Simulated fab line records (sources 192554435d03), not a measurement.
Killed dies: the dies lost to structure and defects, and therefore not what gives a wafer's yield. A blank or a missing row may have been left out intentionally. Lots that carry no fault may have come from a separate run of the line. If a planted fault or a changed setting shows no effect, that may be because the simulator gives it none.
What tool caused it? -- flow n5 finfet -- 22 lots with 66 wafers sampled at 6 steps, on a route of 1938 steps

## WHAT THE GAUGES SHOWED, per wafer
The record lacks any reading of a measuring or inspecting step that a usual standard deviation could be used to judge.

## WHICH TOOL RAN EACH LOT (tool, then ch and the chambers of the sampled wafers, then the start)
lot,N5_MOL_CONTACT_COAG_ALD_27,N5_MOL_CONTACT_COAG_STRIP_119,N5_MOL_CONTACT_COAG_DESCUM_45,N5_BEOL_M0_SAQP_PECVD_03,N5_BEOL_M0_SAQP_MANDREL1_REMOVE_100,N5_BEOL_M0_SAQP_ETCH_101
L074,"ald sin-01 ch 2,3, day 4 22:29","plasma asher-01 ch 0,1, day 5 04:14","rie diel-03 ch 0,1,2, day 5 04:50","pecvd-02 ch 1,2, day 5 09:59","rie si-05 ch 0,1,3, day 5 12:12","rie diel-01 ch 1,2, day 5 12:21"
L075,"ald sin-03 ch 1,2, day 5 04:43","plasma asher-01 ch 0,1, day 5 08:28","rie diel-02 ch 0,1, day 5 09:07","pecvd-03 ch 0,2, day 5 14:23","rie si-06 ch 2,3, day 5 16:52","rie diel-06 ch 0,3, day 5 17:01"
L076,"ald sin-04 ch 1,2, day 5 20:38","plasma asher-01 ch 0,1, day 6 00:40","rie diel-02 ch 0,1, day 6 01:29","pecvd-01 ch 0,1, day 6 11:27","rie si-06 ch 0,1,3, day 6 13:47","rie diel-05 ch 1,2, day 6 13:56"
L077,"ald sin-03 ch 0,3, day 6 03:14","plasma asher-01 ch 0,1, day 6 07:10","rie diel-03 ch 1,3, day 6 07:56","pecvd-02 ch 1,2, day 6 14:42","rie si-02 ch 0,2, day 6 16:49","rie diel-01 ch 1,2,3, day 6 16:58"
L078,"ald sin-03 ch 0,2,3, day 6 06:40","plasma asher-01 ch 0,1, day 6 10:19","rie diel-04 ch 0,1,2, day 6 10:54","pecvd-01 ch 0,1,2, day 6 18:25","rie si-05 ch 2,3, day 6 20:31","rie diel-01 ch 1,3, day 6 20:40"
L079,"ald sin-04 ch 0,1,3, day 6 12:35","plasma asher-01 ch 0,1, day 6 16:35","rie diel-03 ch 0,1,2, day 6 17:10","pecvd-01 ch 0,1,2, day 7 01:32","rie si-05 ch 0,1,2, day 7 03:52","rie diel-06 ch 0,1,2, day 7 04:09"
L080,"ald sin-01 ch 0,1,3, day 6 16:11","plasma asher-01 ch 0,1, day 6 20:54","rie diel-04 ch 0,1,3, day 6 21:31","pecvd-02 ch 0,1,2, day 7 04:46","rie si-06 ch 0,2,3, day 7 07:17","rie diel-01 ch 0,1,2, day 7 07:26"
L081,"ald sin-01 ch 0,1,2, day 6 19:46","plasma asher-02 ch 0,1, day 6 23:31","rie diel-04 ch 0,3, day 7 00:17","pecvd-01 ch 0,1, day 7 08:10","rie si-06 ch 0,1,2, day 7 10:34","rie diel-05 ch 0,2,3, day 7 10:43"
L082,"ald sin-04 ch 1,3, day 6 23:07","plasma asher-02 ch 0,1, day 7 03:52","rie diel-02 ch 0,1,2, day 7 04:46","pecvd-03 ch 1,2, day 7 12:28","rie si-06 ch 0,3, day 7 14:53","rie diel-05 ch 0,2,3, day 7 15:02"
L083,"ald sin-03 ch 1,2, day 7 06:20","plasma asher-01 ch 0,1, day 7 10:22","rie diel-03 ch 0,2, day 7 10:58","pecvd-02 ch 0,1, day 7 16:19","rie si-02 ch 1,2,3, day 7 19:24","rie diel-01 ch 1,2, day 7 19:56"
L084,"ald sin-03 ch 0,2,3, day 7 13:30","plasma asher-02 ch 0, day 7 17:52","rie diel-02 ch 1,2,3, day 7 18:28","pecvd-02 ch 0,1, day 8 03:21","rie si-02 ch 0,1,2, day 8 05:36","rie diel-05 ch 0,2,3, day 8 05:45"
L085,"ald sin-01 ch 1,2,3, day 7 20:14","plasma asher-02 ch 0,1, day 8 00:13","rie diel-04 ch 0,1,3, day 8 00:55","pecvd-02 ch 0,1, day 8 06:52","rie si-02 ch 0,3, day 8 09:15","rie diel-05 ch 0,1,3, day 8 09:24"
L086,"ald sin-01 ch 0,1,3, day 8 03:58","plasma asher-01 ch 0,1, day 8 09:15","rie diel-04 ch 0,2,3, day 8 09:58","pecvd-02 ch 0,2, day 8 17:05","rie si-02 ch 1,2,3, day 8 19:48","rie diel-01 ch 1,2,3, day 8 19:57"
L088,"ald sin-04 ch 0,1,2, day 8 14:31","plasma asher-02 ch 0,1, day 8 18:39","rie diel-04 ch 0,2,3, day 8 19:22","pecvd-03 ch 0,1,2, day 9 00:45","rie si-05 ch 1,2,3, day 9 03:17","rie diel-06 ch 1,2,3, day 9 03:26"
L089,"ald sin-04 ch 0,1, day 8 18:59","plasma asher-02 ch 0,1, day 8 22:57","rie diel-02 ch 0,2,3, day 8 23:44","pecvd-03 ch 0,2, day 9 05:47","rie si-02 ch 0,3, day 9 08:20","rie diel-06 ch 0,1,2, day 9 08:34"
L090,"ald sin-03 ch 0,2,3, day 8 23:02","plasma asher-01 ch 0,1, day 9 02:34","rie diel-03 ch 0,2,3, day 9 03:09","pecvd-02 ch 1,2, day 9 10:10","rie si-02 ch 1,2,3, day 9 14:23","rie diel-01 ch 1,2,3, day 9 14:32"
L091,"ald sin-03 ch 1,2,3, day 9 07:41","plasma asher-02 ch 1, day 9 11:38","rie diel-03 ch 0,1, day 9 12:21","pecvd-02 ch 0,1, day 9 19:07","rie si-02 ch 0,1,3, day 9 21:49","rie diel-01 ch 1,3, day 9 21:58"
L092,"ald sin-04 ch 0,3, day 9 14:16","plasma asher-02 ch 0,1, day 9 18:53","rie diel-02 ch 0,3, day 9 19:28","pecvd-01 ch 0,1, day 10 01:10","rie si-02 ch 1,2, day 10 04:05","rie diel-01 ch 0,1,3, day 10 04:23"
L094,"ald sin-03 ch 0,1, day 10 02:56","plasma asher-02 ch 0,1, day 10 06:41","rie diel-02 ch 1,2,3, day 10 07:28","pecvd-02 ch 0,1, day 10 14:57","rie si-02 ch 0,1,2, day 10 17:18","rie diel-05 ch 0,2, day 10 17:27"
L095,"ald sin-04 ch 0,1, day 10 09:03","plasma asher-02 ch 0,1, day 10 12:35","rie diel-02 ch 2,3, day 10 13:11","pecvd-02 ch 0,1,2, day 10 19:08","rie si-02 ch 2,3, day 10 22:01","rie diel-05 ch 0,1,2, day 10 22:10"
L096,"ald sin-03 ch 2,3, day 10 16:31","plasma asher-01 ch 0,1, day 10 20:03","rie diel-03 ch 0,1,3, day 10 20:42","pecvd-02 ch 0,1, day 11 02:44","rie si-06 ch 2,3, day 11 05:16","rie diel-01 ch 0,3, day 11 05:25"
L097,"ald sin-01 ch 1,2,3, day 10 19:40","plasma asher-01 ch 0,1, day 10 23:13","rie diel-03 ch 1,3, day 10 23:55","pecvd-02 ch 0,1,2, day 11 05:38","rie si-06 ch 1,3, day 11 07:55","rie diel-01 ch 0,2, day 11 08:04"
- N5_MOL_CONTACT_COAG_ALD_27: deposits SiOC, target thk 17 nm, pulse time 1.5 s, time 2720 s.
- N5_MOL_CONTACT_COAG_STRIP_119: strips in N2/H2, time 30 s.
- N5_MOL_CONTACT_COAG_DESCUM_45: chemistry O2, time 7 s.
- N5_BEOL_M0_SAQP_PECVD_03: deposits SiCN from 3MS/NH3, target thk 12 nm, time 21.1 s.
- N5_BEOL_M0_SAQP_MANDREL1_REMOVE_100: chemistry HBr/Cl2/O2, target a-Si, stops on SiNx, bt time 10 s.
- N5_BEOL_M0_SAQP_ETCH_101: etches SiNx in CH3F/O2, target depth 29.9 nm, time 42.7 s.

## WHAT THE TOOLS THEMSELVES READ (means of the sampled wafers that have a number; where no wafer has one, the mark that the record gives instead)
N5_MOL_CONTACT_COAG_ALD_27.
lot,tool,heater power w (W),precursor pulse height rel
L074,ald sin-01,793,0.998
L075,ald sin-03,827,1.005
L076,ald sin-04,915,0.987
L077,ald sin-03,778,1.002
L078,ald sin-03,777,1.005
L079,ald sin-04,775,0.989
L080,ald sin-01,790,1.005
L081,ald sin-01,790,0.991
L082,ald sin-04,781,0.995
L083,ald sin-03,819,0.972
L084,ald sin-03,784,0.999
L085,ald sin-01,808,1.010
L086,ald sin-01,803,1.027
L088,ald sin-04,851,1.016
L089,ald sin-04,747,1.002
L090,ald sin-03,774,0.983
L091,ald sin-03,800,0.998
L092,ald sin-04,710,0.986
L094,ald sin-03,848,0.998
L095,ald sin-04,799,1.009
L096,ald sin-03,753,1.006
L097,ald sin-01,812,1.000

N5_MOL_CONTACT_COAG_STRIP_119.
lot,tool,drypump motor current A (A),heater power w (W),n2 flow sccm (sccm)
L074,plasma asher-01,5.8,312,1748
L075,plasma asher-01,5.9,311,1750
L076,plasma asher-01,5.6,330,1751
L077,plasma asher-01,5.7,328,1753
L078,plasma asher-01,5.9,313,1751
L079,plasma asher-01,5.9,316,1755
L080,plasma asher-01,5.7,325,1752
L081,plasma asher-02,5.9,338,1751
L082,plasma asher-02,5.7,322,1746
L083,plasma asher-01,5.9,321,1748
L084,plasma asher-02,6.1,357,1745
L085,plasma asher-02,5.7,320,1746
L086,plasma asher-01,5.9,318,1750
L088,plasma asher-02,5.7,322,1745
L089,plasma asher-02,5.7,321,1747
L090,plasma asher-01,5.9,317,1753
L091,plasma asher-02,5.5,298,1757
L092,plasma asher-02,5.7,320,1746
L094,plasma asher-02,5.8,341,1746
L095,plasma asher-02,5.7,321,1749
L096,plasma asher-01,5.9,318,1751
L097,plasma asher-01,5.7,324,1755

N5_MOL_CONTACT_COAG_DESCUM_45.
lot,tool,drypump motor current A (A),oes product au (a.u.),rf fwd power W (W),rf vpp V (V),showerhead plenum p Torr (Torr),throttle valve pct (%)
L074,rie diel-03,5.3,0.78,49.52,242.6,2.07,20.38
L075,rie diel-02,5.8,0.76,49.39,242.7,2.10,20.74
L076,rie diel-02,6.0,0.80,49.25,243.2,2.12,20.77
L077,rie diel-03,5.2,0.69,49.51,241.5,1.99,20.35
L078,rie diel-04,5.9,0.72,49.42,242.7,2.07,20.44
L079,rie diel-03,5.3,0.77,49.47,243.6,2.06,20.39
L080,rie diel-04,5.8,0.82,49.56,243.7,2.13,20.38
L081,rie diel-04,5.9,0.88,49.52,244.2,2.15,20.41
L082,rie diel-02,5.7,0.78,49.47,243.6,2.14,20.65
L083,rie diel-03,5.1,0.78,49.48,241.6,2.04,20.60
L084,rie diel-02,5.4,0.82,49.47,243.9,2.12,20.52
L085,rie diel-04,5.8,0.80,49.67,243.5,2.12,20.39
L086,rie diel-04,6.0,0.87,49.55,244.2,2.18,20.37
L088,rie diel-04,6.0,0.86,49.58,243.3,2.18,20.37
L089,rie diel-02,5.7,0.84,49.39,244.2,2.14,20.54
L090,rie diel-03,5.0,0.83,49.41,243.0,2.11,20.38
L091,rie diel-03,5.3,0.77,49.28,243.8,2.10,20.28
L092,rie diel-02,6.1,0.83,49.24,243.3,2.11,20.67
L094,rie diel-02,5.5,0.88,49.46,244.3,2.12,20.45
L095,rie diel-02,5.4,0.80,49.38,244.0,2.16,20.44
L096,rie diel-03,5.2,0.79,49.47,244.4,2.12,20.20
L097,rie diel-03,5.5,0.75,49.60,244.0,2.10,20.15

N5_BEOL_M0_SAQP_PECVD_03.
lot,tool,rf fwd power W (W),showerhead plenum p Torr (Torr),throttle valve pct (%)
L074,pecvd-02,199.4,3.667,9.7
L075,pecvd-03,199.1,3.682,8.9
L076,pecvd-01,199.9,3.679,9.7
L077,pecvd-02,200.0,3.670,9.7
L078,pecvd-01,199.2,3.670,9.4
L079,pecvd-01,200.5,3.668,9.3
L080,pecvd-02,200.0,3.679,9.5
L081,pecvd-01,200.2,3.670,9.7
L082,pecvd-03,199.9,3.673,9.1
L083,pecvd-02,199.8,3.673,9.6
L084,pecvd-02,199.9,3.677,9.4
L085,pecvd-02,199.6,3.671,9.5
L086,pecvd-02,199.8,3.674,9.3
L088,pecvd-03,198.8,3.667,9.0
L089,pecvd-03,198.9,3.673,8.8
L090,pecvd-02,199.9,3.673,9.6
L091,pecvd-02,200.0,3.669,9.4
L092,pecvd-01,200.2,3.669,9.8
L094,pecvd-02,199.2,3.673,9.2
L095,pecvd-02,199.8,3.670,9.3
L096,pecvd-02,199.8,3.671,9.2
L097,pecvd-02,200.2,3.675,9.1

N5_BEOL_M0_SAQP_MANDREL1_REMOVE_100.
lot,tool,drypump motor current A (A),oes product au (a.u.),rf fwd power W (W),throttle valve pct (%)
L074,rie si-05,5.5,0.980,596.9,36.9
L075,rie si-06,5.3,0.984,596.1,36.8
L076,rie si-06,5.4,1.004,594.5,36.4
L077,rie si-02,5.6,1.015,593.3,37.5
L078,rie si-05,5.4,0.996,597.6,36.5
L079,rie si-05,5.4,0.992,595.7,36.7
L080,rie si-06,5.5,0.997,595.5,36.4
L081,rie si-06,5.6,0.987,595.3,36.4
L082,rie si-06,5.3,1.006,595.7,36.4
L083,rie si-02,6.0,1.003,597.3,37.3
L084,rie si-02,5.6,1.010,593.9,37.2
L085,rie si-02,6.2,1.002,598.4,37.0
L086,rie si-02,6.0,1.007,596.9,37.3
L088,rie si-05,5.5,0.994,597.3,36.7
L089,rie si-02,5.9,1.004,595.7,36.9
L090,rie si-02,6.0,1.011,599.0,37.3
L091,rie si-02,6.0,1.005,597.1,36.9
L092,rie si-02,5.7,1.023,595.4,37.5
L094,rie si-02,5.7,1.001,596.0,37.2
L095,rie si-02,6.3,1.010,595.9,37.3
L096,rie si-06,5.1,0.991,595.2,36.7
L097,rie si-06,5.3,0.977,595.1,36.6

N5_BEOL_M0_SAQP_ETCH_101.
lot,tool,drypump motor current A (A),oes product au (a.u.),rf fwd power W (W),rf vpp V (V),showerhead plenum p Torr (Torr),throttle valve pct (%)
L074,rie diel-01,5.82,0.77,394.2,297,2.06,16.50
L075,rie diel-06,5.74,0.80,393.2,301,2.11,16.39
L076,rie diel-05,5.34,0.71,392.8,296,1.93,16.62
L077,rie diel-01,5.88,0.76,393.9,295,2.06,16.45
L078,rie diel-01,5.93,0.76,392.5,292,2.05,16.38
L079,rie diel-06,6.05,0.76,393.4,291,1.97,16.31
L080,rie diel-01,5.81,0.80,391.9,297,2.03,16.31
L081,rie diel-05,5.73,0.76,393.0,294,1.96,16.38
L082,rie diel-05,5.72,0.75,392.0,293,1.96,16.38
L083,rie diel-01,5.80,0.76,393.7,296,2.06,16.55
L084,rie diel-05,5.73,0.75,393.8,293,1.96,16.38
L085,rie diel-05,5.57,0.77,393.0,297,1.94,16.34
L086,rie diel-01,5.88,0.83,392.3,295,2.05,16.32
L088,rie diel-06,5.89,0.76,395.1,291,1.97,16.30
L089,rie diel-06,6.06,0.74,392.4,292,1.96,16.34
L090,rie diel-01,5.88,0.83,393.6,294,2.05,16.34
L091,rie diel-01,6.02,0.86,393.2,298,2.04,16.27
L092,rie diel-01,5.88,0.86,392.8,295,2.01,16.12
L094,rie diel-05,5.68,0.69,392.2,291,1.96,16.69
L095,rie diel-05,5.55,0.70,393.4,293,1.94,16.64
L096,rie diel-01,5.74,0.83,392.4,292,1.98,15.98
L097,rie diel-01,5.65,0.73,393.4,293,2.02,16.43

## THE ANSWER, worked out from the rows above alone
Rule: the usual values come from the lots themselves. Put in order of their means at a reading, lots are off if they are a third of the lots or fewer, leave a main group of 4 or more, and stand apart from it by a gap of 3 or more times the standard deviation of the main group's means; of several such gaps the widest counts. A main group whose means are all the same, to the digits that the tables above print for the reading, isn't used. Also off: a lot with no number at a reading for which 4 or more lots have one. Where the step has rows for the other lots, those lots are counted as sound. The gauges are gone through in route order, then the tools' own readings, and for those a lot's mean is taken as printed above. At the first step where some lot is off, the reading lying furthest off is the one used; lots without a number count as furthest.
None of the lots is off at any reading shown; this tells nothing.

## WHAT THE SIMULATOR HAD PUT IN
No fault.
